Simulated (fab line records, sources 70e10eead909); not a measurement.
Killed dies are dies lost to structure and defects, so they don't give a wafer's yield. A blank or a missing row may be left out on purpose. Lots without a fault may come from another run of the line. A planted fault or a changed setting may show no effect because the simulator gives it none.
fab line records | flow nand_harc
record lots=24 wafers=72 last_day=33
route steps=1302 shown P_CONTACT@219 P_M1@296 P_M2@341
lots that met no fault: from a run of the same line without faults
start_h: hours from the record's first day to the start of the lot's first wafer shown | wait_h: hours since the lot's step before | " the same as in the row above | L1.1+2: a row that stands for several wafers | - no value, or no start given | * or withheld: withheld | < > ~ a bound
route shown NAME@n: a module of which the file shows steps, and the number in the route of the first | usual: mean/standard deviation of fault-free wafers | same: alike in all rows | chamber/n: place in a boat | sites: the reading at each site | _std_site: their standard deviation | _edge_site: outer sites' mean less inner sites' | radius_mm: how far each site lies from the wafer's centre | mask NAME#n: copy n | behind: the tool/chamber that last shaped the wafer | hold: why the lot was held/for how many hours/how that ended | device: the transistor (n, p or np) that didn't switch | end of line: the same wafers' tests at the end of the route | a step without rows: its recipe alone | killed: dies lost to structure and defects at the first sort, not the wafer's yield | map: a wafer's dies, x killed, . not, _ none there
set.NAME: the setting as run; set.NAME@STEP: as run at that earlier step | model.NAME: the simulator's own value behind a step, which no gauge read
steps of the route over a sample of lots; a table a step, a row a wafer
services: from which hour (start_h, from the record's first day; less than 0 if before it) a tool's chamber was out of use, for how many hours, and why
## steps
# step NHARC_P_CONTACT_CMP_01
# recipe target_thk_nm=200 material=SiO2
# usual motor_current_A=11.8/1.5
# columns lot.wafer tool chamber start_h wait_h motor_current_A
L074.4 cmp-02 1 122.80 - 10.6
L074.3 " 2 " " 12.5
L074.6 " 0 " " 11.3
L075.3 cmp-02 1 125.54 - 11.6
L075.4 " 3 " " 12.7
L075.5 " 0 " " 10.1
L076.2 cmp-04 0 136.89 - 14.4
L076.4 " 1 " " 9.0
L076.1 " 3 " " 10.9
L077.1 cmp-01 1 145.39 - 13.4
L077.4 " 2 " " 13.8
L077.6 " 1 " " 13.3
L078.1 cmp-04 1 159.13 - 9.7
L078.5 " 1 " " 10.3
L078.6 " 2 " " 11.0
L079.1 cmp-04 2 169.49 - 10.2
L079.2 " 3 " " 11.0
L079.6 " 2 " " 11.0
L080.4 cmp-04 3 174.99 - 10.6
L080.1 " 2 " " 10.6
L080.5 " 0 " " 13.8
L081.2 cmp-02 3 192.89 - 12.4
L081.3 " 0 " " 10.8
L081.6 " 2 " " 13.1
L082.2 cmp-02 0 198.90 - 10.5
L082.1 " 1 " " 11.4
L082.4 " 3 " " 12.2
L083.3 cmp-04 1 206.81 - 8.7
L083.5 " 3 " " 10.8
L083.6 " 0 " " 14.5
L084.4 cmp-01 1 223.51 - 13.9
L084.5 " 2 " " 14.2
L084.6 " 3 " " 13.4
L085.3 cmp-02 1 231.78 - 11.1
L085.1 " 3 " " 12.6
L085.5 " 1 " " 11.3
L086.3 cmp-04 2 237.86 - 11.1
L086.5 " 1 " " 8.9
L086.6 " 2 " " 10.7
L087.1 cmp-02 0 241.72 - 10.9
L087.2 " 2 " " 12.3
L087.5 " 0 " " 10.7
L088.3 cmp-01 1 265.69 - 13.7
L088.4 " 2 " " 14.3
L088.6 " 3 " " 13.3
L089.1 cmp-02 3 266.06 - 12.7
L089.3 " 0 " " 10.7
L089.6 " 3 " " 12.3
L090.3 cmp-01 1 283.18 - 14.1
L090.4 " 2 " " 14.1
L090.5 " 1 " " 13.9
L091.3 cmp-02 1 294.35 - 10.9
L091.6 " 2 " " 12.6
L091.5 " 3 " " 12.1
L092.1 cmp-01 0 297.22 - 10.6
L092.3 " 1 " " 14.5
L092.6 " 3 " " 13.5
L093.1 cmp-02 0 308.90 - 10.0
L093.2 " 1 " " 11.2
L093.6 " 3 " " 12.4
L094.3 cmp-04 0 322.49 0.4 13.4
L094.2 " 1 " " 9.7
L094.6 " 2 " " 10.7
L095.4 cmp-02 2 329.14 - 13.3
L095.2 " 3 " " 12.8
L095.3 " 1 " " 10.9
L096.3 cmp-04 0 334.29 - 14.3
L096.2 " 2 " " 10.1
L096.1 " 3 " " 11.1
L097.1 cmp-02 0 347.89 - 11.0
L097.5 " 0 " " 10.4
L097.6 " 1 " " 11.1
# step NHARC_P_CONTACT_ETCH_36
# recipe target_depth_a=2600 over_etch_frac=0.25 time_s=406.25 ion_energy_ev=200 n2_flow_sccm=150 h2_flow_sccm=150 ar_flow_sccm=0 rf_w=400 bias_w=150 chemistry=N2/H2
# usual chamber_pressure_mTorr=29.998/0.028 drypump_motor_current_A=5.8/0.47 h2_flow_sccm=149.9/0.47 mfc_ar_sccm=0.012/0.0082 oes_product_au=0.999/0.0075 rf_vpp_V=430/3.3 showerhead_plenum_p_Torr=2.02/0.12 throttle_valve_pct=14.170/0.0093
# columns lot.wafer tool chamber start_h wait_h chamber_pressure_mTorr drypump_motor_current_A h2_flow_sccm mfc_ar_sccm oes_product_au rf_hours_counter_h rf_vpp_V showerhead_plenum_p_Torr throttle_valve_pct
L074.3 rie_diel-11 1 - - 30.018 5.4 150.1 0.019 0.986 1.0 433 2.17 14.187
L074.4 " 2 " " 30.014 5.7 150.1 0.018 1.004 1.0 428 1.93 14.160
L074.6 " 2 " " 30.033 5.7 150.1 0.018 0.999 - 426 1.93 14.172
L075.4 rie_diel-01 2 - - 29.973 6.1 149.6 0 0.993 2.7 435 2.21 14.181
L075.3 " 1 " " 30.007 6.6 149.4 0.017 1.005 2.7 431 2.12 14.169
L075.5 " 3 " " 29.976 4.7 149.7 0.005 0.995 - 433 2.11 14.145
L076.1 rie_diel-11 2 - - 30.013 5.7 151.2 0.018 1.003 1.8 427 1.93 14.181
L076.2 " 3 " " 29.999 5.2 149.8 0.020 1.001 1.7 435 2.19 14.172
L076.4 " 0 " " 30.025 5.9 150.0 0 0.984 1.8 427 1.93 14.162
L077.4 rie_diel-01 3 - - 29.995 4.7 148.9 0.005 0.989 3.6 433 2.11 14.183
L077.1 " 0 " " 29.982 5.8 149.8 0.020 0.975 3.4 431 2.01 14.183
L077.6 " 3 " " 30.010 4.7 149.1 0.005 0.995 - 433 2.11 14.174
L078.1 rie_diel-08 0 - - 29.997 5.6 150.0 0 0.998 7.7 433 2.12 14.181
L078.5 " 0 " " 30.028 5.6 149.9 0 1.010 - 433 2.12 14.163
L078.6 " 1 " " 29.987 5.8 149.4 0.019 1.006 - 425 1.90 14.166
L079.1 rie_diel-08 1 - - 30.029 5.8 150.1 0.019 1.002 6.2 426 1.90 14.178
L079.2 " 2 " " 29.965 6.0 149.2 0.014 0.985 8.6 427 1.89 14.179
L079.6 " 0 " " 29.978 5.6 149.9 0 0.997 - 432 2.12 14.170
L080.1 rie_diel-11 1 - - 30.004 5.5 149.2 0.019 0.990 2.7 434 2.17 14.162
L080.4 " 3 " " 30.014 5.2 149.8 0.020 0.992 2.4 433 2.19 14.152
L080.5 " 0 " " 29.910 5.9 149.7 0 0.992 - 430 1.93 14.168
L081.3 rie_diel-11 0 - - 29.980 5.9 149.9 0 1.011 3.0 426 1.93 14.158
L081.2 " 2 " " 30.009 5.6 149.9 0.018 1.003 3.1 428 1.93 14.163
L081.6 " 3 " " 29.968 5.2 150.8 0.020 1.000 - 435 2.19 14.177
L082.4 rie_diel-01 3 - - 30.025 4.7 149.2 0.005 0.997 4.8 432 2.11 14.176
L082.2 " 0 " " 30.015 5.8 150.2 0.020 0.999 4.6 430 2.01 14.163
L082.1 " 1 " " 30.010 6.6 150.1 0.017 0.998 4.6 432 2.12 14.165
L083.3 rie_diel-08 2 - - 30.034 6.0 149.6 0.014 0.986 0.7 426 1.89 14.160
L083.6 " 2 " " 29.994 6.0 149.3 0.014 0.993 - 426 1.89 14.183
L083.5 " 3 " " 30.050 6.7 149.9 0.008 0.995 - 426 1.91 14.172
L084.4 rie_diel-08 0 - - 30.008 5.6 150.1 0 1.002 1.8 433 2.12 14.168
L084.6 " 2 " " 29.978 6.0 150.5 0.014 0.994 - 427 1.89 14.171
L084.5 " 3 " " 30.019 6.7 150.0 0.008 0.990 - 428 1.91 14.173
L085.1 rie_diel-08 1 - - 30.045 5.8 150.7 0.019 1.007 1.9 427 1.90 14.188
L085.3 " 2 " " 30.026 6.0 150.7 0.014 1.000 2.4 427 1.89 14.159
L085.5 " 0 " " 30.013 5.7 149.7 0 1.008 - 432 2.11 14.181
L086.3 rie_diel-08 1 - - 30.003 5.8 150.4 0.019 1.013 2.2 427 1.89 14.161
L086.6 " 1 " " 30.001 5.8 150.6 0.019 1.003 - 426 1.89 14.178
L086.5 " 2 " " 30.000 6.0 150.0 0.014 1.002 - 426 1.89 14.180
L087.2 rie_diel-11 1 - - 30.005 5.4 149.9 0.019 1.002 4.3 434 2.17 14.171
L087.1 " 2 " " 29.996 5.7 150.4 0.018 1.002 4.2 428 1.93 14.171
L087.5 " 0 " " 30.019 6.0 149.9 0 1.002 - 427 1.93 14.192
L088.3 rie_diel-11 2 - - 29.956 5.7 149.5 0.018 1.012 0.1 429 1.93 14.177
L088.4 " 1 " " 29.996 5.5 150.0 0.019 1.004 0.1 433 2.17 14.175
L088.6 " 2 " " 30.000 5.7 149.8 0.018 1.004 - 428 1.93 14.179
L089.3 rie_diel-08 1 - - 30.024 5.7 150.0 0.019 1.003 3.7 426 1.89 14.175
L089.1 " 2 " " 29.974 6.0 150.3 0.014 0.998 4.0 426 1.89 14.171
L089.6 " 0 " " 30.046 5.6 149.9 0 0.997 - 432 2.11 14.175
L090.4 rie_diel-11 3 - - 29.996 5.2 150.3 0.020 0.988 0.5 434 2.19 14.178
L090.3 " 2 " " 29.966 5.7 149.8 0.018 0.997 0.5 428 1.93 14.174
L090.5 " 0 " " 29.953 5.9 149.4 0 0.992 - 427 1.93 14.178
L091.3 rie_diel-11 0 - - 30.000 5.9 150.0 0 0.998 1.3 429 1.93 14.170
L091.5 " 1 " " 29.986 5.5 149.4 0.019 1.004 - 434 2.17 14.165
L091.6 " 2 " " 30.017 5.7 150.0 0.018 0.998 - 427 1.93 14.169
L092.3 rie_diel-01 1 - - 30.025 6.6 149.8 0.017 1.001 1.8 433 2.12 14.175
L092.1 " 3 " " 30.021 4.7 149.7 0.005 1.007 1.5 433 2.11 14.154
L092.6 " 1 " " 30.011 6.6 149.8 0.017 1.002 - 433 2.12 14.164
L093.2 rie_diel-08 2 - - 29.966 6.0 150.3 0.014 1.003 5.7 427 1.89 14.166
L093.1 " 3 " " 30.011 6.7 149.9 0.008 0.996 6.4 428 1.90 14.173
L093.6 " 1 " " 30.018 5.8 150.0 0.019 1.003 - 426 1.89 14.170
L094.2 rie_diel-08 2 - - 30.024 6.0 149.4 0.014 0.998 7.1 426 1.89 14.167
L094.3 " 3 " " 30.014 6.7 150.6 0.008 0.998 8.2 427 1.90 14.170
L094.6 " 0 " " 30.043 5.7 149.7 0 1.008 - 433 2.11 14.181
L095.3 rie_diel-11 2 - - 29.976 5.7 150.6 0.018 1.004 2.3 426 1.93 14.156
L095.2 " 3 " " 30.017 5.2 149.5 0.020 0.995 2.5 435 2.19 14.155
L095.4 " 0 " " 29.980 5.9 150.1 0 1.004 - 428 1.93 14.178
L096.2 rie_diel-11 1 - - 29.957 5.5 150.2 0.019 1.000 2.3 433 2.17 14.178
L096.3 " 3 " " 30.014 5.2 149.6 0.020 0.994 2.9 434 2.19 14.173
L096.1 " 0 " " 29.982 5.9 150.5 0 1.011 2.9 427 1.93 14.159
L097.1 rie_diel-11 3 - - 29.961 5.2 150.3 0.020 0.992 3.3 436 2.19 14.182
L097.6 " 2 " " 30.004 5.7 149.4 0.018 0.994 - 427 1.93 14.180
L097.5 " 0 " " 30.023 5.9 150.0 0 1.002 - 427 1.93 14.166
# step NHARC_P_CONTACT_ETCH_31
# recipe target_depth_a=300 time_s=85.7 ion_energy_ev=120 over_etch_frac=1 ch3f_flow_sccm=50 o2_flow_sccm=30 ar_flow_sccm=200 rf_w=500 bias_w=100 chemistry=CH3F/O2
# usual chamber_pressure_mTorr=25.001/0.024 drypump_motor_current_A=5.8/0.47 mfc_ar_sccm=200.0/0.62 oes_product_au=0.977/0.011 rf_vpp_V=244.1/2.1 showerhead_plenum_p_Torr=2.44/0.14 throttle_valve_pct=20.663/0.0079
# columns lot.wafer tool chamber start_h wait_h chamber_pressure_mTorr drypump_motor_current_A mfc_ar_sccm oes_product_au rf_hours_counter_h rf_vpp_V showerhead_plenum_p_Torr throttle_valve_pct
L074.3 rie_diel-11 1 - - 25.004 5.5 199.2 0.975 1.3 244.9 2.61 20.677
L074.4 " 3 " " 25.031 5.2 199.2 0.975 1.2 246.0 2.63 20.660
L074.6 " 0 " " 25.021 5.9 199.2 0.987 - 242.5 2.34 20.662
L075.4 rie_diel-01 2 - - 24.977 6.1 200.1 0.977 3.0 248.3 2.65 20.673
L075.3 " 0 " " 24.960 5.8 200.0 0.991 2.8 244.9 2.42 20.670
L075.5 " 3 " " 25.029 4.7 199.7 0.982 - 245.8 2.54 20.676
L076.4 rie_diel-11 0 - - 25.013 5.9 199.1 0.976 1.9 241.5 2.34 20.669
L076.1 " 1 " " 25.004 5.4 200.5 0.971 2.1 245.4 2.61 20.659
L076.2 " 3 " " 24.994 5.2 200.0 0.973 1.9 245.9 2.63 20.657
L077.1 rie_diel-01 1 - - 24.985 6.7 199.0 0.989 3.7 246.7 2.55 20.649
L077.4 " 0 " " 25.048 5.8 199.6 0.975 3.6 243.7 2.42 20.654
L077.6 " 1 " " 25.020 6.6 200.6 0.998 - 245.9 2.55 20.669
L078.1 rie_diel-08 0 - - 25.000 5.7 199.1 0.993 8.1 246.5 2.54 20.656
L078.5 " 2 " " 24.994 6.0 199.8 0.975 - 241.7 2.29 20.654
L078.6 " 3 " " 24.965 6.7 199.6 0.988 - 241.5 2.31 20.656
L079.2 rie_diel-08 0 - - 25.029 5.6 199.3 0.942 8.6 244.3 2.55 20.657
L079.1 " 3 " " 25.015 6.7 199.6 0.971 9.3 241.7 2.31 20.666
L079.6 " 0 " " 24.981 5.6 198.9 0.958 - 245.5 2.55 20.669
L080.4 rie_diel-11 0 - - 24.990 5.9 200.3 0.967 2.8 242.8 2.34 20.677
L080.1 " 1 " " 24.967 5.4 200.3 0.981 3.0 246.2 2.61 20.664
L080.5 " 2 " " 24.991 5.7 199.7 0.978 - 242.1 2.34 20.682
L081.2 rie_diel-11 1 - - 25.065 5.4 199.7 0.965 3.5 246.5 2.61 20.672
L081.3 " 0 " " 25.022 6.0 200.5 0.982 3.3 243.2 2.34 20.654
L081.6 " 2 " " 25.003 5.7 199.0 0.983 - 242.8 2.34 20.678
L082.1 rie_diel-01 2 - - 24.986 6.1 199.1 0.975 5.0 246.8 2.65 20.663
L082.2 " 3 " " 25.000 4.7 200.0 0.967 5.1 245.6 2.54 20.673
L082.4 " 0 " " 25.023 5.8 199.1 0.979 4.8 243.5 2.42 20.658
L083.3 rie_diel-08 0 - - 24.997 5.6 199.9 0.980 0.7 244.7 2.54 20.669
L083.5 " 0 " " 24.950 5.7 199.1 0.969 - 246.4 2.54 20.665
L083.6 " 1 " " 25.013 5.8 200.7 0.971 - 241.4 2.30 20.664
L084.4 rie_diel-08 3 - - 24.998 6.7 199.4 0.978 2.5 242.3 2.31 20.664
L084.6 " 3 " " 24.992 6.7 200.1 0.986 - 241.4 2.31 20.667
L084.5 " 0 " " 24.976 5.7 199.7 0.980 - 245.6 2.54 20.666
L085.1 rie_diel-08 3 - - 24.992 6.7 200.4 0.984 3.0 242.7 2.31 20.657
L085.3 " 2 " " 24.964 6.0 199.9 0.959 2.6 241.6 2.29 20.660
L085.5 " 0 " " 24.997 5.7 199.3 0.981 - 245.9 2.54 20.664
L086.3 rie_diel-08 0 - - 24.999 5.6 200.6 0.987 2.8 246.4 2.54 20.662
L086.6 " 0 " " 25.029 5.7 200.3 0.992 - 244.1 2.54 20.664
L086.5 " 1 " " 25.005 5.8 199.7 0.993 - 241.7 2.30 20.659
L087.2 rie_diel-11 1 - - 25.029 5.4 200.9 0.982 4.6 246.1 2.61 20.662
L087.1 " 2 " " 24.985 5.7 200.1 0.987 4.5 243.3 2.34 20.666
L087.5 " 1 " " 24.964 5.5 200.9 0.988 - 247.2 2.61 20.650
L088.3 rie_diel-11 2 - - 25.025 5.7 201.3 0.979 0.3 244.1 2.34 20.664
L088.4 " 3 " " 25.028 5.2 200.6 0.978 0.3 247.0 2.63 20.668
L088.6 " 1 " " 24.988 5.4 200.5 0.973 - 246.1 2.61 20.659
L089.3 rie_diel-08 2 - - 25.003 6.0 200.5 0.972 4.2 241.8 2.29 20.669
L089.1 " 0 " " 25.016 5.6 199.4 0.978 4.3 243.7 2.54 20.674
L089.6 " 2 " " 25.023 5.9 199.5 0.972 - 241.7 2.29 20.663
L090.3 rie_diel-11 1 - - 24.996 5.5 200.5 0.989 0.8 245.1 2.60 20.664
L090.4 " 0 " " 25.003 5.9 199.6 0.992 0.9 242.4 2.34 20.661
L090.5 " 2 " " 24.998 5.7 200.5 0.974 - 244.2 2.33 20.650
L091.3 rie_diel-11 3 - - 25.000 5.2 199.9 0.956 1.4 245.9 2.63 20.663
L091.5 " 3 " " 25.009 5.2 198.8 0.955 - 248.1 2.63 20.661
L091.6 " 0 " " 25.009 5.9 200.4 0.964 - 241.4 2.34 20.646
L092.3 rie_diel-01 3 - - 24.975 4.7 201.2 0.977 1.7 245.8 2.54 20.663
L092.1 " 0 " " 24.967 5.8 200.2 0.982 1.9 244.8 2.42 20.674
L092.6 " 2 " " 25.046 6.1 199.3 0.977 - 248.5 2.65 20.663
L093.1 rie_diel-08 3 - - 24.984 6.7 200.8 0.987 6.5 242.7 2.30 20.679
L093.2 " 0 " " 24.971 5.7 199.3 0.987 6.5 245.2 2.54 20.669
L093.6 " 3 " " 24.953 6.7 200.5 0.993 - 241.1 2.30 20.665
L094.2 rie_diel-08 2 - - 24.988 6.0 199.1 0.958 7.3 242.7 2.29 20.656
L094.3 " 3 " " 25.000 6.7 200.6 0.956 8.4 242.2 2.30 20.660
L094.6 " 1 " " 25.019 5.8 200.7 0.971 - 244.3 2.29 20.670
L095.2 rie_diel-11 2 - - 25.015 5.7 199.4 0.979 2.7 241.0 2.33 20.669
L095.3 " 3 " " 25.000 5.2 199.2 0.973 2.8 245.9 2.63 20.672
L095.4 " 2 " " 25.020 5.7 200.1 0.986 - 242.7 2.33 20.664
L096.2 rie_diel-11 0 - - 24.977 5.9 199.6 0.973 3.1 243.0 2.34 20.654
L096.3 " 1 " " 25.032 5.5 200.2 0.992 2.7 245.0 2.60 20.649
L096.1 " 2 " " 24.998 5.6 200.6 0.992 3.1 241.8 2.33 20.661
L097.1 rie_diel-11 0 - - 25.006 6.0 198.7 0.979 3.7 241.9 2.34 20.673
L097.6 " 3 " " 24.999 5.2 199.0 0.980 - 246.4 2.63 20.680
L097.5 " 0 " " 25.004 5.9 200.2 0.982 - 242.7 2.34 20.667
# step NHARC_P_M1_OVL_MEAS_10
# recipe pitch_nm=260
# usual overlay_x_nm=-0.2/0.77 overlay_y_nm=-0.2/0.69
# columns lot.wafer tool chamber start_h wait_h overlay_x_nm overlay_y_nm
L074.3 overlay-01 - 131.71 - 0.2 0.1
L074.4 " - " " 0.9 0.2
L074.6 " - " " 0.7 0.3
L075.3 overlay-01 - 134.44 - 1.0 -0.1
L075.4 " - " " 1.7 -0.2
L075.5 " - " " 1.3 0.0
L076.1 overlay-01 - 146.10 - -0.2 -0.7
L076.2 " - " " -1.1 -0.8
L076.4 " - " " -1.7 -0.2
L077.1 overlay-01 - 155.00 - -1.1 -0.1
L077.4 " - " " -0.8 0.4
L077.6 " - " " -0.8 0.0
L078.1 overlay-02 - 168.42 - -0.5 1.1
L078.5 " - " " -0.5 0.7
L078.6 " - " " -0.2 0.4
L079.1 overlay-01 - 178.37 - -0.8 -0.1
L079.2 " - " " -1.1 0.1
L079.6 " - " " -1.6 0.5
L080.1 overlay-02 - 183.96 - -0.7 -1.0
L080.4 " - " " -0.4 -0.6
L080.5 " - " " -0.7 -0.9
L081.2 overlay-02 - 201.89 - 0.4 -1.1
L081.3 " - " " -0.2 -0.8
L081.6 " - " " 0.3 -1.1
L082.1 overlay-01 - 207.89 - 0.3 -0.3
L082.2 " - " " -0.3 0.8
L082.4 " - " " 0.0 0.3
L083.3 overlay-01 - 215.69 - 0.4 -0.2
L083.5 " - " " -0.6 0.4
L083.6 " - " " 0.4 -0.1
L084.4 overlay-02 - 232.61 - -1.0 -1.1
L084.5 " - " " -1.0 -1.6
L084.6 " - " " -1.2 -1.2
L085.1 overlay-02 - 241.09 - 0.1 0.0
L085.3 " - " " 1.3 0.0
L085.5 " - " " 1.0 -0.5
L086.3 overlay-02 - 247.66 - -0.1 -0.2
L086.5 " - " " -0.7 -0.1
L086.6 " - " " -0.1 -0.2
L087.1 overlay-02 - 251.06 - 0.8 -0.6
L087.2 " - " " 0.6 -0.5
L087.5 " - " " 0.8 -0.3
L088.3 overlay-02 - 274.75 - 0.1 1.3
L088.4 " - " " -0.3 0.7
L088.6 " - " " -0.2 1.6
L089.1 overlay-01 - 274.94 - -0.8 0.4
L089.3 " - " " -1.1 -0.7
L089.6 " - " " -1.1 0.0
L090.3 overlay-01 - 292.47 - -0.3 0.8
L090.4 " - " " -0.3 0.6
L090.5 " - " " -0.3 0.4
L091.3 overlay-02 - 303.33 - -0.8 -1.3
L091.5 " - " " -0.5 -1.6
L091.6 " - " " -0.1 -1.4
L092.1 overlay-01 - 306.13 - -0.1 0.1
L092.3 " - " " 0.2 -0.1
L092.6 " - " " 0.2 0.0
L093.1 overlay-02 - 317.85 - 0.6 0.5
L093.2 " - " " 0.8 0.0
L093.6 " - " " 0.7 0.7
L094.2 overlay-02 - 331.75 - -0.9 -0.2
L094.3 " - " " -0.5 0.8
L094.6 " - " " -0.9 0.8
L095.2 overlay-02 - 338.61 - -0.4 -1.2
L095.3 " - " " -0.9 -0.6
L095.4 " - " " -0.1 -1.9
L096.1 overlay-01 - 343.29 - -0.3 -0.1
L096.2 " - " " -0.8 -1.1
L096.3 " - " " -0.7 -0.8
L097.1 overlay-01 - 357.08 - 1.3 -0.4
L097.5 " - " " 1.3 -0.4
L097.6 " - " " 1.1 -0.4
# step NHARC_P_M1_CMP_23
# recipe t_overpolish_s=20 target_thk_nm=157.82
# usual motor_current_A=11.9/1.3 time_to_endpoint_s=28.7/2.7
# columns lot.wafer tool chamber start_h wait_h motor_current_A time_to_endpoint_s
L074.4 cmp-02 0 134.01 - 10.3 26.7
L074.3 " 2 " " 12.7 26.6
L074.6 " 0 " " 10.2 24.6
L075.3 cmp-03 1 136.64 - 10.8 27.8
L075.4 " 3 " " 11.8 31.2
L075.5 " 2 " " 12.4 28.5
L076.4 cmp-01 1 148.40 - 13.2 29.7
L076.2 " 3 " " 13.6 26.8
L076.1 " 0 " " 10.3 25.1
L077.1 cmp-02 1 157.35 - 11.1 29.9
L077.4 " 2 " " 12.5 26.3
L077.6 " 3 " " 11.7 25.9
L078.1 cmp-02 1 170.63 - 11.1 29.6
L078.5 " 0 " " 10.3 33.5
L078.6 " 1 " " 10.9 29.8
L079.2 cmp-03 1 180.63 - 10.5 27.5
L079.1 " 2 " " 12.6 29.5
L079.6 " 1 " " 10.2 28.7
L080.4 cmp-02 2 186.23 - 13.3 28.8
L080.1 " 3 " " 12.1 26.3
L080.5 " 2 " " 12.6 29.5
L081.2 cmp-03 2 204.15 - 12.3 25.7
L081.3 " 3 " " 11.3 25.6
L081.6 " 1 " " 11.1 24.4
L082.1 cmp-03 0 210.09 - 11.3 25.0
L082.2 " 1 " " 10.2 26.1
L082.4 " 3 " " 11.7 27.6
L083.3 cmp-01 2 217.94 - 13.3 31.1
L083.6 " 0 " " 10.5 29.6
L083.5 " 1 " " 13.9 32.9
L084.4 cmp-03 0 234.84 - 11.1 25.3
L084.6 " 3 " " 11.5 28.7
L084.5 " 0 " " 11.3 24.4
L085.1 cmp-01 0 243.47 - 10.1 32.1
L085.3 " 2 " " 14.5 26.8
L085.5 " 1 " " 13.5 31.1
L086.3 cmp-03 2 249.88 - 12.7 26.2
L086.6 " 1 " " 10.0 27.1
L086.5 " 2 " " 13.2 27.6
L087.2 cmp-03 3 253.30 - 11.4 28.2
L087.1 " 1 " " 10.9 27.6
L087.5 " 2 " " 12.7 28.4
L088.4 cmp-01 2 276.98 - 13.3 30.7
L088.3 " 3 " " 13.6 29.9
L088.6 " 2 " " 13.9 26.6
L089.3 cmp-03 1 277.29 - 11.1 28.9
L089.1 " 2 " " 12.6 31.6
L089.6 " 0 " " 11.7 29.0
L090.4 cmp-01 3 294.68 - 13.4 33.4
L090.3 " 1 " " 13.2 34.4
L090.5 " 0 " " 10.2 29.2
L091.3 cmp-01 0 305.53 - 10.5 28.2
L091.6 " 0 " " 10.2 31.2
L091.5 " 1 " " 14.3 31.4
L092.1 cmp-03 0 308.38 - 11.8 27.5
L092.3 " 3 " " 11.6 32.1
L092.6 " 1 " " 10.5 31.5
L093.1 cmp-02 0 320.07 - 10.1 27.1
L093.2 " 3 " " 12.9 27.3
L093.6 " 0 " " 10.7 27.2
L094.3 cmp-01 0 334.15 - 10.6 29.2
L094.2 " 1 " " 13.8 30.9
L094.6 " 1 " " 13.2 33.0
L095.2 cmp-03 0 340.87 - 11.7 31.3
L095.3 " 1 " " 10.4 30.9
L095.4 " 3 " " 11.4 29.7
L096.1 cmp-03 3 345.51 - 11.5 26.7
L096.3 " 0 " " 11.7 27.1
L096.2 " 2 " " 12.8 30.2
L097.1 cmp-01 3 359.39 - 13.4 32.9
L097.5 " 0 " " 10.4 30.0
L097.6 " 1 " " 14.3 32.2
# step NHARC_P_M2_PVD_21
# recipe target_thk_a=300 chamber_pressure_pa=5 power_w=5000 substrate_temp_c=30 time_s=20.49 material=Cu
# usual cathode_dc_power_W=4999.9/0.84 throttle_valve_pct=29.9/1.2
# columns lot.wafer tool chamber start_h wait_h cathode_dc_power_W throttle_valve_pct
L074.4 pvd_sputter-01 - - - 4998.6 29.8
L074.3 " - " " 4998.9 31.4
L074.6 " - " " 4999.6 29.4
L075.4 pvd_sputter-01 - - - 4999.1 29.8
L075.3 " - " " 4999.7 31.0
L075.5 " - " " 4998.9 30.1
L076.2 pvd_sputter-03 - - - 5000.0 29.3
L076.4 " - " " 4998.7 29.1
L076.1 " - " " 5000.4 30.8
L077.4 pvd_sputter-02 - - - 5000.5 30.7
L077.1 " - " " 4998.9 31.4
L077.6 " - " " 4999.8 30.7
L078.1 pvd_sputter-01 - - - 5000.4 27.6
L078.5 " - " " 5000.2 29.1
L078.6 " - " " 4999.2 29.9
L079.1 pvd_sputter-01 - - - 5001.5 29.2
L079.2 " - " " 5001.0 30.2
L079.6 " - " " 5000.2 29.3
L080.1 pvd_sputter-03 - - - 5000.0 30.9
L080.4 " - " " 4999.5 30.8
L080.5 " - " " 5000.1 29.2
L081.3 pvd_sputter-03 - - - 4999.9 30.1
L081.2 " - " " 4999.8 30.8
L081.6 " - " " 4998.8 28.6
L082.1 pvd_sputter-02 - - - 4999.4 31.2
L082.2 " - " " 5000.1 30.5
L082.4 " - " " 4999.9 29.4
L083.3 pvd_sputter-01 - - - 5000.3 30.3
L083.6 " - " " 5001.1 29.0
L083.5 " - " " 5001.2 29.8
L084.4 pvd_sputter-02 - - - 5000.5 31.6
L084.6 " - " " 4999.4 30.8
L084.5 " - " " 4999.5 30.7
L085.3 pvd_sputter-01 - - - 4999.4 30.1
L085.1 " - " " 4999.4 30.8
L085.5 " - " " 4999.0 27.7
L086.3 pvd_sputter-02 - - - 5000.7 30.6
L086.5 " - " " 4999.7 31.4
L086.6 " - " " 4998.4 29.4
L087.1 pvd_sputter-02 - - - 4999.0 31.0
L087.2 " - " " 5000.5 30.7
L087.5 " - " " 5000.5 30.5
L088.4 pvd_sputter-02 - - - 4997.9 31.5
L088.3 " - " " 5001.7 29.5
L088.6 " - " " 5000.9 29.6
L089.1 pvd_sputter-01 - - - 5000.5 27.8
L089.3 " - " " 4999.7 30.8
L089.6 " - " " 4999.9 28.6
L090.4 pvd_sputter-03 - - - 5001.0 28.8
L090.3 " - " " 4999.1 30.7
L090.5 " - " " 4999.4 29.0
L091.3 pvd_sputter-01 - - - 5001.2 30.1
L091.6 " - " " 5000.4 30.4
L091.5 " - " " 5000.2 27.7
L092.1 pvd_sputter-03 - - - 5000.1 28.8
L092.3 " - " " 5000.1 29.1
L092.6 " - " " 5000.0 28.8
L093.1 pvd_sputter-02 - - - 4998.6 29.6
L093.2 " - " " 4998.8 29.7
L093.6 " - " " 5000.5 31.6
L094.2 pvd_sputter-02 - - - 4999.3 29.3
L094.3 " - " " 4999.2 31.6
L094.6 " - " " 4999.4 29.6
L095.4 pvd_sputter-02 - - - 4998.3 31.7
L095.3 " - " " 4999.6 31.5
L095.2 " - " " 4999.9 29.5
L096.1 pvd_sputter-01 - - - 4999.9 28.7
L096.2 " - " " 5000.6 30.4
L096.3 " - " " 4999.9 27.6
L097.1 pvd_sputter-01 - - - 4999.0 31.0
L097.6 " - " " 4999.1 30.9
L097.5 " - " " 5000.0 28.6
## services
# columns tool chamber start_h hours kind
rie_diel-08 0 125.36 3.0 repair
cmp-02 - 135.74 4.0 pm
cmp-03 - 163.02 4.0 pm
cmp-01 - 185.50 4.0 pm
rie_diel-08 - 190.80 9.0 pm
rie_diel-08 - 206.47 0.2 repair
rie_diel-11 3 211.09 7.6 repair
cmp-01 - 224.47 1.6 repair
rie_diel-11 3 229.76 16.8 repair
cmp-02 - 233.74 4.0 pm
cmp-02 - 238.60 0.2 repair
cmp-02 - 243.80 0.4 repair
cmp-01 - 245.51 3.0 repair
cmp-02 - 247.48 1.2 repair
rie_diel-11 - 255.50 9.0 pm
cmp-03 - 261.02 4.0 pm
cmp-01 - 283.50 4.0 pm
rie_diel-08 2 290.72 15.0 repair
cmp-01 - 302.01 3.2 repair
rie_diel-11 0 321.25 2.1 repair
rie_diel-11 1 328.37 3.0 repair
cmp-02 - 331.74 4.0 pm
rie_diel-11 1 345.06 5.2 repair
cmp-03 - 355.13 1.5 repair
## key
fault none
